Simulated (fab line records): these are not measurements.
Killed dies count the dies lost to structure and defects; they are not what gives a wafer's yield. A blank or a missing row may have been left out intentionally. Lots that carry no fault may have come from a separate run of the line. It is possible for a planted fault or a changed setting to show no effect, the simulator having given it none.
fab line records	flow n5_finfet
record lots=7	wafers=21
route steps=1938 shown DUMMY_GATE@222 SD_EPI_N@263 ILD0@343 SDB@348 HKMG_FIN@395
start_h: the number of hours between the record's first day and the start of the first shown wafer of the lot	wait_h: hours from the lot's prior step to this one	" the same as in the row above	L1.1+2: a row that stands for several wafers	- no value, or no start was given	* or withheld: withheld	< > ~ a bound
route shown NAME@n: NAME is a module with steps in the file, n the number in the route of the first one	usual: the fault-free wafers' mean and standard deviation	same: alike in all rows	chamber/n: place in a boat	sites: the reading at each site	_std_site: standard deviation of those values	_edge_site: mean of outer sites minus mean of inner sites	radius_mm: for every site, how far away it sits from the centre of the wafer	mask NAME#n: copy n	behind: the last tool/chamber to shape the wafer	hold: reason for holding the lot/hours on hold/outcome of the hold	device: names the non-switching transistor (n, p or np)	end of line: the route-end tests of the same wafers	step lacking rows: just its recipe	killed: at the first sort, the dies lost to defects and structure; wafer yield is something else	map: shows each die of a wafer: x if killed, . if not, _ if none is there
set.NAME: the setting as run; set.NAME@STEP: as run at that earlier step	model.NAME: the simulator's own value behind a step, which no gauge read
lots with deliberately changed settings; one table per step, one row per wafer
## steps
# step N5_DUMMY_GATE_COAT_34
# recipe resist=SOC	temp_c=250	time_s=60	spin_rpm=1500	resist_thk_nm=60
lot.wafer	tool	chamber	start_h	wait_h	set.spin_rpm	model.SOC_of_DUMMY_GATE_COAT_34.thk_nm
L080.2+6	litho_track-05	0	82.34	0.0	1500	60
L080.4	"	0	"	"	1500	60.2
L082.1	litho_track-02	0	94.12	0.0	1500	59.6
L082.2	"	0	"	"	1357	62.6
L082.3	"	0	"	"	1357	62.8
L083.1+5	litho_track-04	0	99.74	0.1	1557	59
L083.2	"	0	"	"	1500	60
L086.1	litho_track-04	0	120.08	0.0	1377	62.8
L086.3	"	0	"	"	1500	60
L086.6	"	0	"	"	1377	62.6
L090.2	litho_track-05	0	141.34	0.0	1425	61.4
L090.4+6	"	0	"	"	1425	61.6
L091.2	litho_track-04	0	147.03	0.0	1500	60.4
L091.4+6	"	0	"	"	1500	60.2
L094.3+6	litho_track-02	0	168.65	0.0	1500	59.6
L094.5	"	0	"	"	1500	59.8
# step N5_DUMMY_GATE_COAT_35
# recipe resist=SiARC	temp_c=220	time_s=60	spin_rpm=1500	resist_thk_nm=10
# step N5_DUMMY_GATE_COAT_28
# recipe resist=underlayer	temp_c=205	time_s=60	spin_rpm=1500	resist_thk_nm=10
# step N5_DUMMY_GATE_ETCH_29
# recipe chemistry=N2/H2	target=underlayer	target_depth_a=130	ion_energy_ev=200	pressure_mtorr=30	source_w=840	bias_w=150	n2_flow_sccm=200	h2_flow_sccm=200
# step N5_DUMMY_GATE_ETCH_36
# recipe chemistry=CF4	target=SiARC	target_depth_a=130	pressure_mtorr=40	source_w=545	bias_w=36	Ar_flow_sccm=100	cf4_flow_sccm=100	ion_energy_ev=80
# step N5_DUMMY_GATE_ETCH_37
# recipe chemistry=N2/H2	target=SOC	target_depth_a=600	overetch_a=300	temp_c=40	ion_energy_ev=200	pressure_mtorr=30	source_w=840	bias_w=150	n2_flow_sccm=200	h2_flow_sccm=200
lot.wafer	tool	chamber	start_h	wait_h	set.spin_rpm@DUMMY_GATE_COAT_34	model.etch.depth_nm
L080.2	rie_diel-04	0	82.88	0.0	1500	59.95
L080.4	"	2	"	"	1500	60.21
L080.6	"	1	"	"	1500	60.06
L082.1	rie_diel-04	1	94.69	0.0	1500	59.64
L082.2	"	0	"	"	1357	62.62
L082.3	"	3	"	"	1357	62.85
L083.1	rie_diel-02	1	100.80	0.0	1557	59.08
L083.2	"	0	"	"	1500	60.08
L083.5	"	1	"	"	1557	59.01
L086.1	rie_diel-02	3	120.68	0.0	1377	62.8
L086.3	"	0	"	"	1500	59.97
L086.6	"	2	"	"	1377	62.66
L090.2	rie_diel-04	0	142.59	0.0	1425	61.38
L090.4	"	3	"	"	1425	61.57
L090.6	"	3	"	"	1425	61.55
L091.2	rie_diel-04	3	147.69	0.0	1500	60.38
L091.4	"	2	"	"	1500	60.2
L091.6	"	2	"	"	1500	60.1
L094.3	rie_diel-02	1	169.31	0.0	1500	59.52
L094.5	"	0	"	"	1500	59.81
L094.6	"	1	"	"	1500	59.68
# step N5_DUMMY_GATE_STRIP_38
# recipe chemistry=N2/H2	temp_c=40	n2_flow_sccm=200	h2_flow_sccm=200	rf_frequency_hz=6e+07
# step N5_DUMMY_GATE_STRIP_39
# recipe chemistry=N2/H2	temp_c=40	n2_flow_sccm=200	h2_flow_sccm=200	rf_frequency_hz=6e+07
# step N5_DUMMY_GATE_STRIP_40
# recipe chemistry=CF4	resist=SiARC	power_w=300	bias_power_w=75	pressure_mtorr=50	cf4_flow_sccm=150	rf_frequency_hz=6e+07
# step N5_DUMMY_GATE_ETCH_31
# recipe chemistry=C4F6/O2	target=SiO2	mask_material=SOC	target_depth_a=825	time_s=27.5	ion_energy_ev=250	pressure_mtorr=30	source_w=345	bias_w=185	Ar_flow_sccm=300	C4F6_flow_sccm=10	O2_flow_sccm=10
lot.wafer	tool	chamber	start_h	wait_h	set.spin_rpm@DUMMY_GATE_COAT_34	model.SOC_of_DUMMY_GATE_COAT_34.thk_nm
L080.2+4	rie_diel-01	3,1	83.17	0.0	1500	51.8
L080.6	"	3	"	"	1500	52
L082.1	rie_diel-02	0	94.98	0.0	1500	51.2
L082.2	"	1	"	"	1357	54.2
L082.3	"	3	"	"	1357	54.4
L083.1+5	rie_diel-04	1	101.09	0.0	1557	51.2
L083.2	"	3	"	"	1500	52.2
L086.1	rie_diel-01	3	120.95	0.0	1377	54.8
L086.3	"	0	"	"	1500	51.4
L086.6	"	1	"	"	1377	54.4
L090.2+6	rie_diel-02	0,3	142.94	0.0	1425	53.2
L090.4	"	2	"	"	1425	53.4
L091.2+4	rie_diel-02	0,2	147.97	0.0	1500	52.2
L091.6	"	0	"	"	1500	52
L094.3+6	rie_diel-04	0	169.59	0.0	1500	51.2
L094.5	"	1	"	"	1500	51.8
# step N5_SD_EPI_N_COAT_33
# recipe resist=SiARC	temp_c=220	time_s=60	spin_rpm=1500	resist_thk_nm=35
lot.wafer	tool	chamber	start_h	wait_h	set.spin_rpm	model.SiARC_of_SD_EPI_N_COAT_33.thk_nm
L080.2+6	litho_track-05	0	-	-	1401	36
L080.4	"	0	"	"	1500	34.8
L082.1	litho_track-03	0	-	-	1500	35
L082.2	"	0	"	"	1357	36.8
L082.3	"	0	"	"	1500	35.2
L083.1+2	litho_track-01	0	-	-	1348	37
L083.5	"	0	"	"	1500	35.2
L086.1	litho_track-01	0	-	-	1500	35.2
L086.3	"	0	"	"	1383	36.6
L086.6	"	0	"	"	1383	36.4
L090.2+6	litho_track-05	0	-	-	1608	33.8
L090.4	"	0	"	"	1500	35
L091.2+4+6	litho_track-01	0	-	-	1500	35
L094.3	litho_track-05	0	-	-	1359	36.8
L094.5	"	0	"	"	1359	37
L094.6	"	0	"	"	1500	35.2
# step N5_SD_EPI_N_COAT_03
# recipe resist=CAR-ArF-block	spin_rpm=1500	resist_thk_nm=150
# step N5_SD_EPI_N_EBR_05
# recipe solvent=PGMEA	ebr_width_mm=1.5
# step N5_SD_EPI_N_DESCUM_14
# recipe chemistry=O2	time_s=7.9	source_power_w=50	bias_power_w=20	pressure_mtorr=20	rf_frequency_hz=2.712e+07	temp_c=40	resist=CAR-ArF-block	o2_flow_sccm=225
# step N5_SD_EPI_N_ETCH_34
# recipe chemistry=CF4	target=SiARC	target_depth_a=455	mask_material=CAR-ArF-block	time_s=75.8	ion_energy_ev=80	pressure_mtorr=40	source_w=545	bias_w=36	Ar_flow_sccm=100	cf4_flow_sccm=100	ends=cleared
lot.wafer	tool	chamber	start_h	wait_h	set.spin_rpm@SD_EPI_N_COAT_33	model.etch.depth_nm	model.CAR-ArF-block_of_SD_EPI_N_COAT_03.thk_nm
L080.2	rie_diel-06	0	85.34	0.0	1401	36.07	110
L080.4	"	1	"	"	1500	34.89	111.2
L080.6	"	0	"	"	1401	36.05	109.4
L082.1	rie_diel-06	1	96.84	0.0	1500	34.99	110.2
L082.2	"	2	"	"	1357	36.84	108.8
L082.3	"	0	"	"	1500	35.11	111
L083.1	rie_diel-06	1	103.21	0.0	1348	36.93	109
L083.2	"	2	"	"	1348	36.92	108.8
L083.5	"	0	"	"	1500	35.11	110.6
L086.1	rie_diel-03	2	123.05	0.0	1500	35.12	110.4
L086.3	"	0	"	"	1383	36.55	108.8
L086.6	"	2	"	"	1383	36.45	109
L090.2	rie_diel-05	3	144.86	0.0	1608	33.76	112.4
L090.4	"	2	"	"	1500	35.05	111.2
L090.6	"	2	"	"	1608	33.79	112.8
L091.2	rie_diel-06	3	149.90	0.0	1500	35.01	111.4
L091.4	"	2	"	"	1500	35	111.4
L091.6	"	0	"	"	1500	35.08	111.2
L094.3	rie_diel-05	3	171.42	0.0	1359	36.82	109.8
L094.5	"	3	"	"	1359	36.95	109.6
L094.6	"	1	"	"	1500	35.18	111
# step N5_SD_EPI_N_ETCH_35
# recipe chemistry=N2/H2	target=SOC	overetch_a=1080	mask_material=SiARC	temp_c=40	ion_energy_ev=100	source_w=3000	bias_w=133	pressure_mtorr=20	time_s=486	n2_flow_sccm=200	h2_flow_sccm=200
lot.wafer	tool	chamber	start_h	wait_h	set.time_s	set.spin_rpm@SD_EPI_N_COAT_33	model.SiARC_of_SD_EPI_N_COAT_33.thk_nm
L080.2+6	rie_diel-06	0	85.39	0.0	486	1401	21.2
L080.4	"	1	"	"	486	1500	19.4
L082.1	rie_diel-06	1	96.89	0.0	486	1500	19.6
L082.2	"	2	"	"	524.3	1357	21.4
L082.3	"	0	"	"	486	1500	20.4
L083.1	rie_diel-06	1	103.27	0.0	486	1348	21.4
L083.2	"	2	"	"	486	1348	22.4
L083.5	"	0	"	"	514	1500	19.4
L086.1	rie_diel-03	2	123.10	0.0	486	1500	19.4
L086.3	"	0	"	"	486	1383	20.8
L086.6	"	2	"	"	519.3	1383	19.6
L090.2	rie_diel-05	3	144.92	0.0	486	1608	17.6
L090.4	"	2	"	"	458	1500	20.4
L090.6	"	2	"	"	458	1608	19
L091.2	rie_diel-06	3	149.95	0.0	486	1500	19.8
L091.4	"	2	"	"	486	1500	20.6
L091.6	"	0	"	"	486	1500	20.4
L094.3+5	rie_diel-05	3	171.64	0.2	419.7	1359	23
L094.6	"	1	"	"	486	1500	20.2
# step N5_ILD0_ALD_15
# recipe material=SiNx	target_thk_a=240	temp_c=400	ald_precursor_family=SiH2I2	ald_co_reactant=N2/H2-plasma	pulse_time_s=1	ald_cycles=480	purge_time_s=2	co_reactant_purge_time_s=2	pressure_torr=2
lot.wafer	tool	chamber	start_h	wait_h	set.ald_cycles	model.SiNx_of_ILD0_ALD_15.thk_nm
L080.2	ald_sin-03	1	99.25	0.8	480	23.8
L080.4+6	"	3,2	"	"	480	24
L082.1	ald_sin-02	0	112.20	0.6	480	24.2
L082.2	"	3	"	"	480	24
L082.3	"	2	"	"	526	26.4
L083.1+2+5	ald_sin-04	1,3,1	117.56	0.6	480	24
L086.1	ald_sin-02	0	135.66	0.6	480	24
L086.3	"	1	"	"	432	21.4
L086.6	"	0	136.74	1.1	432	21.6
L090.2	ald_sin-04	1	159.56	0.5	441	22
L090.4+6	"	3,0	"	"	480	24
L091.2+4+6	ald_sin-04	3,1,1	164.28	0.5	480	24
L094.3+6	ald_sin-03	2,0	185.96	0.5	550	27.6
L094.5	"	3	187.04	1.4	480	24
# step N5_SDB_COAT_03
# recipe resist=SOC	temp_c=250	time_s=60	spin_rpm=1500	resist_thk_nm=100
lot.wafer	tool	chamber	start_h	wait_h	set.spin_rpm	model.SOC_of_SDB_COAT_03.thk_nm
L080.2	litho_track-05	0	101.92	0.1	1500	99.8
L080.4	"	0	"	"	1557	97.8
L080.6	"	0	"	"	1500	100
L082.1	litho_track-02	0	114.84	0.1	1571	98
L082.2	"	0	"	"	1500	100.2
L082.3	"	0	"	"	1500	100
L083.1	litho_track-03	0	120.46	0.1	1552	98.8
L083.2	"	0	"	"	1500	100.4
L083.5	"	0	"	"	1500	100.2
L086.1	litho_track-05	0	138.29	0.1	1570	97.2
L086.3	"	0	"	"	1570	97.6
L086.6	"	0	"	"	1500	99.6
L090.2+4	litho_track-03	0	162.20	0.1	1637	95.6
L090.6	"	0	"	"	1500	100
L091.2	litho_track-05	0	166.92	0.1	1500	100.2
L091.4	"	0	"	"	1500	100.4
L091.6	"	0	"	"	1500	100
L094.3+6	litho_track-02	0	188.60	0.1	1500	100.4
L094.5	"	0	"	"	1500	100.2
# step N5_SDB_COAT_04
# recipe resist=SiARC	temp_c=220	time_s=60	spin_rpm=1500	resist_thk_nm=18
# step N5_SDB_COAT_05
# recipe resist=CAR-ArF	spin_rpm=1500	resist_thk_nm=90
# step N5_SDB_DESCUM_16
# recipe chemistry=O2	time_s=7.9	source_power_w=50	bias_power_w=20	pressure_mtorr=20	rf_frequency_hz=2.712e+07	temp_c=40	resist=CAR-ArF	o2_flow_sccm=225
# step N5_SDB_ETCH_17
# recipe chemistry=CF4	target=SiARC	target_depth_a=234	mask_material=CAR-ArF	time_s=39	ion_energy_ev=80	pressure_mtorr=40	source_w=545	bias_w=36	Ar_flow_sccm=100	cf4_flow_sccm=100	ends=cleared
# step N5_SDB_ETCH_18
# recipe chemistry=N2/H2	target=SOC	target_depth_a=1000	overetch_a=200	mask_material=SiARC	temp_c=40	time_s=150	ion_energy_ev=200	pressure_mtorr=30	source_w=840	bias_w=150	n2_flow_sccm=200	h2_flow_sccm=200
lot.wafer	tool	chamber	start_h	wait_h	set.spin_rpm@SDB_COAT_03	model.etch.depth_nm
L080.2	rie_diel-03	0	102.73	0.0	1500	99.74
L080.4	"	3	"	"	1557	97.87
L080.6	"	0	"	"	1500	99.93
L082.1	rie_diel-03	3	116.00	0.0	1571	98.06
L082.2	"	2	"	"	1500	100.1
L082.3	"	1	"	"	1500	100
L083.1	rie_diel-05	1	121.28	0.0	1552	98.8
L083.2	"	3	"	"	1500	100.3
L083.5	"	3	"	"	1500	100.2
L086.1	rie_diel-05	0	138.82	0.0	1570	97.21
L086.3	"	1	"	"	1570	97.55
L086.6	"	0	"	"	1500	99.58
L090.2	rie_diel-06	1	162.73	0.0	1637	95.59
L090.4	"	1	"	"	1637	95.61
L090.6	"	3	"	"	1500	100
L091.2	rie_diel-05	0	167.47	0.0	1500	100.1
L091.4	"	1	"	"	1500	100.4
L091.6	"	3	"	"	1500	99.95
L094.3+6	rie_diel-06	2,3	189.01	0.0	1500	100.4
L094.5	"	0	"	"	1500	100.2
# step N5_SDB_STRIP_19
# recipe chemistry=N2/H2	temp_c=40	n2_flow_sccm=200	h2_flow_sccm=200	rf_frequency_hz=6e+07
# step N5_SDB_STRIP_21
# recipe chemistry=CF4	resist=SiARC	power_w=300	bias_power_w=75	pressure_mtorr=50	cf4_flow_sccm=150	rf_frequency_hz=6e+07
# step N5_SDB_HM_OPEN_20
# recipe chemistry=CH3F/O2	target=SiNx	mask_material=SOC	target_depth_a=240	stop_on=poly-Si	over_etch_frac=0.4	ion_energy_ev=120	pressure_mtorr=30	source_w=395	bias_w=73	Ar_flow_sccm=150	CH3F_flow_sccm=30	O2_flow_sccm=20
lot.wafer	tool	chamber	start_h	wait_h	set.spin_rpm@SDB_COAT_03	model.SOC_of_SDB_COAT_03.thk_nm
L080.2	rie_diel-03	0	102.89	0.0	1500	83.2
L080.4	"	3	"	"	1557	81.4
L080.6	"	0	"	"	1500	83.4
L082.1	rie_diel-03	3	116.16	0.0	1571	81.8
L082.2+3	"	2,1	"	"	1500	84
L083.1	rie_diel-05	1	121.44	0.0	1552	82.8
L083.2	"	3	"	"	1500	84
L083.5	"	3	"	"	1500	83.8
L086.1	rie_diel-05	0	138.98	0.0	1570	81
L086.3	"	1	"	"	1570	81.6
L086.6	"	0	"	"	1500	83.4
L090.2	rie_diel-06	1	162.88	0.0	1637	79.4
L090.4	"	1	"	"	1637	79.6
L090.6	"	3	"	"	1500	84
L091.2	rie_diel-05	0	167.63	0.0	1500	84.2
L091.4	"	1	"	"	1500	84.6
L091.6	"	3	"	"	1500	83.4
L094.3	rie_diel-06	2	189.16	0.0	1500	84.8
L094.5+6	"	0,3	"	"	1500	84.6
# step N5_SDB_STRIP_22
# recipe chemistry=N2/H2	power_w=1000	temp_c=250	h2_frac=0.65	overash_fraction=0.3	pressure_mtorr=withheld	n2_flow_sccm=1750	h2_flow_sccm=3250
# usual strip_time_to_endpoint_s=96.1/0.45
lot.wafer	tool	chamber	start_h	wait_h	set.spin_rpm@SDB_COAT_03	strip_time_to_endpoint_s
L080.2	plasma_asher-01	0	102.97	0.1	1500	95.5
L080.4	"	0	"	"	1557	93.9
L080.6	"	0	"	"	1500	95.7
L082.1	plasma_asher-01	0	116.24	0.1	1571	94.1
L082.2	"	1	"	"	1500	96.2
L082.3	"	0	"	"	1500	96.1
L083.1	plasma_asher-01	0	121.52	0.1	1552	95.1
L083.2	"	1	"	"	1500	96.2
L083.5	"	1	"	"	1500	96.0
L086.1	plasma_asher-01	0	139.08	0.1	1570	93.4
L086.3	"	1	"	"	1570	93.9
L086.6	"	0	"	"	1500	95.6
L090.2	plasma_asher-02	1	162.96	0.1	1637	92.0
L090.4	"	0	"	"	1637	92.0
L090.6	"	1	"	"	1500	96.3
L091.2	plasma_asher-02	1	167.71	0.1	1500	96.4
L091.4	"	1	"	"	1500	96.8
L091.6	"	1	"	"	1500	95.6
L094.3	plasma_asher-01	0	189.28	0.1	1500	96.9
L094.5	"	1	"	"	1500	96.7
L094.6	"	0	"	"	1500	96.9
# step N5_HKMG_FIN_EXPOSE_46
# recipe mask_id=NDIPOLE	na=1.35	source_shape=conventional	sigma_outer=0.8	polarization=unpolarized	dose_mj=40
lot.wafer	tool	chamber	start_h	wait_h	mask	set.dose_mj
L080.2+4+6	arfi_scanner-02	0	108.27	-	NDIPOLE#0	40
L082.1+2	arfi_scanner-01	0	121.76	-	NDIPOLE#0	40
L082.3	"	0	"	"	NDIPOLE#0	38.02
L083.1+2	arfi_scanner-03	0	126.61	-	NDIPOLE#0	40
L083.5	"	0	"	"	NDIPOLE#0	42.96
L086.1+3	arfi_scanner-01	0	144.24	-	NDIPOLE#0	38.54
L086.6	"	0	"	"	NDIPOLE#0	40
L090.2+4+6	arfi_scanner-01	0	168.00	-	NDIPOLE#0	40
L091.2+4+6	arfi_scanner-02	0	172.85	-	NDIPOLE#0	40
L094.3+5+6	arfi_scanner-01	0	196.08	-	NDIPOLE#0	38.12
# step N5_HKMG_FIN_PEB_47
# recipe peb_temp_c=withheld	peb_time_s=60	resist=CAR-ArF
# step N5_HKMG_FIN_DEVELOP_48
# recipe develop_time_s=30	developer=TMAH	resist=CAR-ArF	rinse_liquid=diw	dry=air_spin	dev_temp_c=23
# step N5_HKMG_FIN_CD_MEAS_49
# recipe target_cd_nm=202	landing_energy_ev=500	detector=se_inlens	polarity=opening
# usual cd_nm=201.9/0.77
lot.wafer	tool	chamber	start_h	wait_h	set.dose_mj@HKMG_FIN_EXPOSE_46	cd_nm
L080.2	cd_sem-02	0	108.39	-	40	203.2
L080.4	"	0	"	"	40	201.5
L080.6	"	0	"	"	40	201.4
L082.1	cd_sem-01	0	121.89	-	40	203.4
L082.2	"	0	"	"	40	203.5
L082.3	"	0	"	"	38.02	199.4
L083.1	cd_sem-03	0	126.73	-	40	201.0
L083.2	"	0	"	"	40	202.6
L083.5	"	0	"	"	42.96	206.4
L086.1	cd_sem-01	0	144.37	-	38.54	199.6
L086.3	"	0	"	"	38.54	200.0
L086.6	"	0	"	"	40	202.1
L090.2	cd_sem-01	0	168.12	-	40	202.1
L090.4	"	0	"	"	40	202.3
L090.6	"	0	"	"	40	202.9
L091.2	cd_sem-03	0	172.97	-	40	201.2
L091.4	"	0	"	"	40	200.3
L091.6	"	0	"	"	40	202.1
L094.3	cd_sem-03	0	196.20	-	38.12	198.2
L094.5	"	0	"	"	38.12	199.4
L094.6	"	0	"	"	38.12	197.9
## key
split step=N5_DUMMY_GATE_COAT_34	setting=spin_rpm	stated=1500	by=wafer
response step=N5_DUMMY_GATE_COAT_34	reading=model.SOC_of_DUMMY_GATE_COAT_34.thk_nm	change=-0.322	per=1%	r=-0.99
response step=N5_DUMMY_GATE_ETCH_37	reading=model.etch.depth_nm	change=-0.324	per=1%	r=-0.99
response step=N5_DUMMY_GATE_ETCH_31	reading=model.SOC_of_DUMMY_GATE_COAT_34.thk_nm	change=-0.345	per=1%	r=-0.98
split step=N5_SD_EPI_N_COAT_33	setting=spin_rpm	stated=1500	by=wafer
response step=N5_SD_EPI_N_COAT_33	reading=model.SiARC_of_SD_EPI_N_COAT_33.thk_nm	change=-0.176	per=1%	r=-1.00
response step=N5_SD_EPI_N_ETCH_34	reading=model.etch.depth_nm	change=-0.181	per=1%	r=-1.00
response step=N5_SD_EPI_N_ETCH_34	reading=model.CAR-ArF-block_of_SD_EPI_N_COAT_03.thk_nm	change=+0.179	per=1%	r=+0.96
response step=N5_SD_EPI_N_ETCH_35	reading=model.SiARC_of_SD_EPI_N_COAT_33.thk_nm	change=-0.224	per=1%	r=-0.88
split step=N5_SD_EPI_N_ETCH_35	setting=time_s	stated=486	by=wafer
response none clear
split step=N5_ILD0_ALD_15	setting=ald_cycles	stated=480	by=wafer
response step=N5_ILD0_ALD_15	reading=model.SiNx_of_ILD0_ALD_15.thk_nm	change=+0.246	per=1%	r=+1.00
split step=N5_SDB_COAT_03	setting=spin_rpm	stated=1500	by=wafer
response step=N5_SDB_COAT_03	reading=model.SOC_of_SDB_COAT_03.thk_nm	change=-0.478	per=1%	r=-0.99
response step=N5_SDB_ETCH_18	reading=model.etch.depth_nm	change=-0.472	per=1%	r=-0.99
response step=N5_SDB_HM_OPEN_20	reading=model.SOC_of_SDB_COAT_03.thk_nm	change=-0.47	per=1%	r=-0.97
response step=N5_SDB_STRIP_22	reading=strip_time_to_endpoint_s	change=*	per=1%	r=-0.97
split step=N5_HKMG_FIN_EXPOSE_46	setting=dose_mj	stated=40	by=wafer
response step=N5_HKMG_FIN_CD_MEAS_49	reading=cd_nm	change=+0.676	per=1%	r=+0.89
